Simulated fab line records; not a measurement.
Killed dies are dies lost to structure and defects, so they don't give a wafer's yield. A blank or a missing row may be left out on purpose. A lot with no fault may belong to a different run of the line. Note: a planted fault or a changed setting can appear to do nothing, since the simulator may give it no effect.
fab line records | flow nand_harc
record: lots: 5 | wafers: 15 | last_day: 24
route steps=1159 shown P_GATE@170 END@1159
lots with no fault: from the same line, run without faults
start_h: hours from the record's opening day to when the first of the lot's shown wafers began | wait_h: hours elapsed since this lot's preceding step | " as in the row above | L1.1+2: a single row standing in for several wafers | - value missing, or start not given | * or withheld: withheld | < > ~ a bound
route shown NAME@n: a module of which the file shows steps, and the number in the route of the first | usual: mean and standard deviation over wafers with no fault | same: alike in all rows | chamber/n: place in a boat | sites: readings site by site | _std_site: the standard deviation of these | _edge_site: the outer-site mean with the inner-site mean subtracted | radius_mm: for every site, how far away it sits from the centre of the wafer | mask NAME#n: copy n | behind: the tool/chamber that last shaped the wafer | hold: cause of the lot's hold/its duration in hours/its outcome | device: whichever transistor did not switch (one of n, p or np) | end of line: tests run on the same wafers once the route is complete | where a step has no rows: the recipe by itself | killed: not the wafer's yield, but the dies lost to structure and defects at the first sort | map: shows each die of a wafer: x if killed, . if not, _ if none is there
set.NAME: setting as actually run; set.NAME@STEP: the setting as run at that earlier step | model.NAME: the simulator's own value behind a step, which no gauge read
lots at some steps of the route; a table a step, a row a wafer
services: from which hour (start_h, from the record's first day; less than 0 if before it) a tool's chamber was out of use, for how many hours, and why
== steps ==
step: NHARC_P_GATE_CD_MEAS_46
recipe: target_cd_nm: 720 | landing_energy_ev: 500
usual: cd_nm: 719.0/1.7
lot.wafer | tool      | chamber | start_h | wait_h | cd_nm
L470.2    | cd_sem-03 | 0       | 120.42  | -      | 720.9
L470.3    | "         | 0       | "       | "      | 719.2
L470.4    | "         | 0       | "       | "      | 720.7
L479.1    | cd_sem-03 | 0       | 180.26  | -      | 719.1
L479.2    | "         | 0       | "       | "      | 721.3
L479.4    | "         | 0       | "       | "      | 720.1
L484.3    | cd_sem-03 | 0       | 209.62  | -      | 718.3
L484.5    | "         | 0       | "       | "      | 715.7
L484.6    | "         | 0       | "       | "      | 718.3
L487.4    | cd_sem-02 | 0       | 226.67  | -      | 719.6
L487.5    | "         | 0       | "       | "      | 719.7
L487.6    | "         | 0       | "       | "      | 719.3
L489.2    | cd_sem-01 | 0       | 241.18  | -      | 718.7
L489.4    | "         | 0       | "       | "      | 716.5
L489.6    | "         | 0       | "       | "      | 719.7
step: NHARC_P_GATE_HARDBAKE_47
recipe: temp_c: 125 | time_s: 80
step: NHARC_P_GATE_DESCUM_48
recipe: time_s: 3 | o2_flow_sccm: 200 | ar_flow_sccm: 0 | bias_power_w: 0 | chemistry: O2
usual: drypump_motor_current_A: 5.9/0.5 | oes_product_au: 1.003/0.0093 | rf_vpp_V: 57.8/0.93 | showerhead_plenum_p_Torr: 1.91/0.085 | throttle_valve_pct: 11.310/0.0088
lot.wafer | tool        | chamber | start_h | wait_h | drypump_motor_current_A | oes_product_au | rf_hours_counter_h | rf_vpp_V | showerhead_plenum_p_Torr | throttle_valve_pct
L470.2    | rie_diel-12 | 2       | 120.59  | -      | 6.3                     | 1.000          | 16                 | 58.9     | 2.05                     | 11.314
L470.4    | "           | 0       | "       | "      | 5.4                     | 1.001          | 17                 | 57.4     | 1.78                     | 11.308
L470.3    | "           | 1       | "       | "      | 6.6                     | 1.006          | 15                 | 58.5     | 1.88                     | 11.308
L479.1    | rie_diel-13 | 0       | 180.42  | -      | 5.7                     | 1.013          | 27                 | 59.5     | 1.93                     | 11.330
L479.4    | "           | 1       | "       | "      | 6.7                     | 1.013          | 22                 | 57.1     | 1.90                     | 11.309
L479.2    | "           | 2       | "       | "      | 5.9                     | 1.018          | 27                 | 56.0     | 1.83                     | 11.323
L484.3    | rie_diel-13 | 0       | 209.77  | -      | 5.7                     | 0.999          | 37                 | 57.0     | 1.92                     | 11.309
L484.6    | "           | 0       | "       | "      | 5.7                     | 1.003          | -                  | 59.6     | 1.92                     | 11.320
L484.5    | "           | 1       | "       | "      | 6.6                     | 1.000          | -                  | 57.8     | 1.90                     | 11.313
L487.4    | rie_diel-12 | 3       | 226.89  | -      | 5.4                     | 1.001          | -                  | 58.8     | 1.98                     | 11.320
L487.5    | "           | 0       | "       | "      | 5.5                     | 0.998          | -                  | 58.2     | 1.78                     | 11.320
L487.6    | "           | 3       | "       | "      | 5.4                     | 1.009          | -                  | 58.5     | 1.98                     | 11.313
L489.2    | rie_diel-12 | 3       | 241.34  | -      | 5.3                     | 0.993          | 5                  | 57.3     | 1.98                     | 11.309
L489.4    | "           | 0       | "       | "      | 5.4                     | 1.000          | 6                  | 56.0     | 1.77                     | 11.304
L489.6    | "           | 3       | "       | "      | 5.4                     | 0.994          | -                  | 57.3     | 1.98                     | 11.305
step: NHARC_P_GATE_IMPLANT_49
recipe: energy_kev: 30 | dose_cm2: 3e+15 | tilt_deg: 7
step: NHARC_P_GATE_STRIP_111
recipe: power_w: 1500 | temp_c: 110 | time_s: 250 | chemistry: N2/H2
usual: drypump_motor_current_A: 6.0/0.42 | heater_power_w: 84/3.7
lot.wafer | tool            | chamber | start_h | wait_h | drypump_motor_current_A | heater_power_w | rf_hours_counter_h
L470.2    | plasma_asher-02 | 1       | 121.52  | 0.7    | 5.3                     | 79             | 39
L470.3    | "               | 0       | "       | "      | 6.1                     | 81             | -
L470.4    | "               | 1       | "       | "      | 5.3                     | 83             | -
L479.2    | plasma_asher-02 | 0       | 180.79  | 0.2    | 6.1                     | 80             | 61
L479.1    | "               | 1       | "       | "      | 5.3                     | 81             | 61
L479.4    | "               | 1       | "       | "      | 5.3                     | 81             | -
L484.3    | plasma_asher-02 | 0       | 210.51  | 0.5    | 6.0                     | 84             | -
L484.6    | "               | 1       | "       | "      | 5.3                     | 81             | -
L484.5    | "               | 0       | "       | "      | 6.0                     | 82             | -
L487.4    | plasma_asher-02 | 1       | 227.56  | 0.3    | 5.3                     | 83             | -
L487.6    | "               | 0       | "       | "      | 6.1                     | 84             | -
L487.5    | "               | 1       | "       | "      | 5.3                     | 81             | -
L489.2    | plasma_asher-01 | 1       | 241.73  | 0.2    | 6.2                     | 88             | 42
L489.4    | "               | 1       | "       | "      | 6.3                     | 90             | -
L489.6    | "               | 1       | "       | "      | 6.3                     | 87             | -
step: NHARC_P_GATE_STRIP_75
recipe: power_w: 1500 | temp_c: 250 | chemistry: O2
usual: drypump_motor_current_A: 6.0/0.42 | heater_power_w: 313/14
lot.wafer | tool            | chamber | start_h | wait_h | drypump_motor_current_A | heater_power_w | rf_hours_counter_h
L470.2    | plasma_asher-02 | 1       | 121.79  | 0.2    | 5.3                     | 299            | 39
L470.3    | "               | 0       | "       | "      | 6.1                     | 298            | -
L470.4    | "               | 1       | "       | "      | 5.3                     | 297            | -
L479.2    | plasma_asher-02 | 0       | 181.09  | 0.3    | 6.1                     | 299            | 61
L479.1    | "               | 1       | "       | "      | 5.3                     | 301            | 61
L479.4    | "               | 1       | "       | "      | 5.3                     | 299            | -
L484.3    | plasma_asher-02 | 0       | 210.69  | 0.1    | 6.1                     | 309            | -
L484.6    | "               | 1       | "       | "      | 5.3                     | 307            | -
L484.5    | "               | 0       | "       | "      | 6.1                     | 309            | -
L487.4    | plasma_asher-02 | 1       | 227.74  | 0.1    | 5.3                     | 305            | -
L487.6    | "               | 0       | "       | "      | 6.1                     | 319            | -
L487.5    | "               | 1       | "       | "      | 5.3                     | 308            | -
L489.2    | plasma_asher-01 | 1       | 242.03  | 0.2    | 6.3                     | 333            | 43
L489.4    | "               | 1       | "       | "      | 6.2                     | 334            | -
L489.6    | "               | 1       | "       | "      | 6.3                     | 328            | -
step: NHARC_P_GATE_STRIP_50
recipe: time_s: 900 | temp_c: 130 | chemistry: SPM
step: NHARC_P_GATE_DEHYDRATE_51
recipe: temp_c: 150 | time_s: 120
step: NHARC_P_GATE_HMDS_52
recipe: time_s: 30
step: NHARC_P_GATE_COAT_53
recipe: spin_rpm: 3000
step: NHARC_P_GATE_SOFTBAKE_54
recipe: temp_c: 122 | time_s: 95
step: NHARC_P_GATE_EBR_55
step: NHARC_P_GATE_EXPOSE_56
recipe: na: 0.6 | target_cd_nm: 720 | dose_mj: 14.81 | mask_id: P_PSD
lot.wafer  | tool           | chamber | start_h | wait_h | mask
L470.2+3+4 | krf_scanner-01 | 0       | 122.55  | -      | P_PSD#0
L479.1+2+4 | krf_scanner-04 | 0       | 181.87  | -      | P_NSD#0
L484.3+5+6 | krf_scanner-01 | 0       | 211.44  | -      | P_PSD#0
L487.4+5+6 | krf_scanner-04 | 0       | 228.37  | -      | P_PSD#0
L489.2+4+6 | krf_scanner-01 | 0       | 242.80  | -      | P_PSD#0
step: NHARC_P_GATE_PEB_57
recipe: peb_temp_c: 118 | peb_time_s: 85
step: NHARC_P_GATE_DEVELOP_58
recipe: time_s: 70
step: NHARC_P_GATE_CD_MEAS_59
recipe: target_cd_nm: 720 | landing_energy_ev: 500
usual: cd_nm: 719.7/1.6
lot.wafer | tool      | chamber | start_h | wait_h | cd_nm
L470.2    | cd_sem-03 | 0       | 122.70  | -      | 719.7
L470.3    | "         | 0       | "       | "      | 719.4
L470.4    | "         | 0       | "       | "      | 722.4
L479.1    | cd_sem-01 | 0       | 182.03  | -      | -
L479.2    | "         | 0       | "       | "      | -
L479.4    | "         | 0       | "       | "      | -
L484.3    | cd_sem-03 | 0       | 211.59  | -      | 718.3
L484.5    | "         | 0       | "       | "      | 719.6
L484.6    | "         | 0       | "       | "      | 721.0
L487.4    | cd_sem-03 | 0       | 228.52  | -      | 714.8
L487.5    | "         | 0       | "       | "      | 713.3
L487.6    | "         | 0       | "       | "      | 716.7
L489.2    | cd_sem-01 | 0       | 242.95  | -      | 719.1
L489.4    | "         | 0       | "       | "      | 720.1
L489.6    | "         | 0       | "       | "      | 716.2
step: NHARC_P_GATE_HARDBAKE_60
recipe: temp_c: 125 | time_s: 80
step: NHARC_END_SORT_01
recipe: temp_c: 25
usual: defect_limited_yield: 95.4/1.3 | killed_at_array: 27/8 | killed_at_other: 0.8/1.2 | killed_at_periphery: 3.3/2.3 | killed_dies: 31/8.8 | killed_open: 3.2/2.1 | killed_short: 2.1/1.4 | sort_bin_2_pct: 1.4/0.55 | sort_bin_3_pct: 0.25/0.2 | sort_bin_4_pct: 2.9/0.92 | sort_n_pass: 646/8.8 | sort_rim_yield_pct: 95.5/2.7 | sort_yield_pct: 95.4/1.3
same: gross_dies: 677 | sort_bin_5_pct[%]: 0 | sort_bin_6_pct[%]: 0 | sort_bin_7_pct[%]: 0 | sort_bin_8_pct[%]: 0 | sort_rim_n_gross: 106.00
lot.wafer | tool      | chamber | start_h | wait_h | defect_limited_yield[%] | killed_at_array | killed_at_other | killed_at_periphery | killed_dies | killed_open | killed_short | sort_bin_2_pct[%] | sort_bin_3_pct[%] | sort_bin_4_pct[%] | sort_n_pass | sort_rim_yield_pct[%] | sort_yield_pct[%]
L487.4    | prober-01 | 0       | 571.70  | 3.4    | 93.1                    | 43              | 0               | 4                   | 47          | 3           | 1            | 2.2               | 0.44              | 4.3               | 630         | 86.8                  | 93.1
L487.5    | prober-01 | 0       | 572.50  | 3.7    | 91.9                    | 48              | 0               | 7                   | 55          | 0           | 3            | 2.4               | 0.44              | 5.3               | 622         | 93.4                  | 91.9
L487.6    | prober-01 | 0       | 573.30  | 4.0    | 92.5                    | 41              | 0               | 10                  | 51          | 2           | 1            | 2.5               | 0.30              | 4.7               | 626         | 89.6                  | 92.5
killed by level:class
L487.4 A_CHANNEL_HOLE_D1:chamber_film_flake=19 A_SLIT:chamber_film_flake=11 A_CONTACT:chamber_film_flake=6 A_STAIRCASE:chamber_film_flake=5 P_CONTACT:geometric_particle:open=1 P_M0:geometric_particle:open=1 A_CHANNEL_FILL_D1:geometric_particle:short=1 A_CONTACT:geometric_particle:open=1
L487.5 A_CHANNEL_HOLE_D1:chamber_film_flake=29 A_SLIT:chamber_film_flake=12 P_M0:chamber_film_flake=4 P_GATE:chamber_film_flake=3 A_CONTACT:chamber_film_flake=3 A_CHANNEL_HOLE_D1:geometric_particle:short=1 A_CHANNEL_FILL_D1:geometric_particle:short=1 A_WL_FILL:geometric_particle:short=1
L487.6 A_CHANNEL_HOLE_D1:chamber_film_flake=17 A_SLIT:chamber_film_flake=14 A_CONTACT:chamber_film_flake=6 P_M0:chamber_film_flake=5 A_STAIRCASE:chamber_film_flake=3 P_GATE:chamber_film_flake=2 P_CONTACT:geometric_particle:open=1 P_M0:geometric_particle:open=1
== services ==
tool            | chamber | start_h | hours | kind
rie_diel-13     | -       | 99.04   | 9.0   | pm
plasma_asher-01 | -       | 99.20   | 9.0   | pm
rie_diel-12     | 0       | 107.95  | -     | clean
rie_diel-12     | 1       | 107.95  | -     | clean
rie_diel-12     | 2       | 107.95  | -     | clean
plasma_asher-01 | -       | 110.25  | 13.7  | repair
krf_scanner-04  | -       | 126.00  | 4.0   | pm
krf_scanner-01  | -       | 132.11  | 1.1   | repair
plasma_asher-01 | -       | 151.27  | 1.7   | repair
rie_diel-12     | 1       | 151.90  | 5.1   | repair
rie_diel-13     | 1       | 153.99  | 7.6   | repair
rie_diel-12     | -       | 157.18  | 0.4   | repair
krf_scanner-01  | -       | 164.14  | 0.3   | repair
krf_scanner-01  | -       | 167.30  | 0.5   | repair
plasma_asher-02 | -       | 174.65  | 0.9   | repair
plasma_asher-02 | -       | 185.16  | 9.0   | pm
plasma_asher-02 | 0       | 185.16  | 9.0   | vent_cycle
plasma_asher-02 | 1       | 185.16  | 9.0   | vent_cycle
plasma_asher-02 | 0       | 194.16  | -     | clean
plasma_asher-02 | 1       | 194.16  | -     | clean
rie_diel-12     | -       | 202.40  | 9.0   | pm
plasma_asher-02 | -       | 215.56  | 1.7   | repair
rie_diel-12     | 2       | 222.07  | 8.8   | repair
rie_diel-12     | 1       | 225.80  | 1.7   | repair
== key ==
first_sign: step: NHARC_P_GATE_EXPOSE_56 | reading: mask | direction: changed
effect: step: NHARC_P_GATE_CD_MEAS_59 | reading: cd_nm | direction: missing
met_at NHARC_P_GATE_EXPOSE_56
struck_wafers L479.1,L479.2,L479.4
rows_end L479.1,L479.2,L479.4
fault: kind: wrong_mask | tool: any | chamber: - | onset_h: 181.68 | steps: NHARC_P_GATE_EXPOSE_56 | aux_copy: P_NSD#0 | scope: struck_lots_only
rows_end: these wafers met a further fault down the route, and their rows from its step on are left out
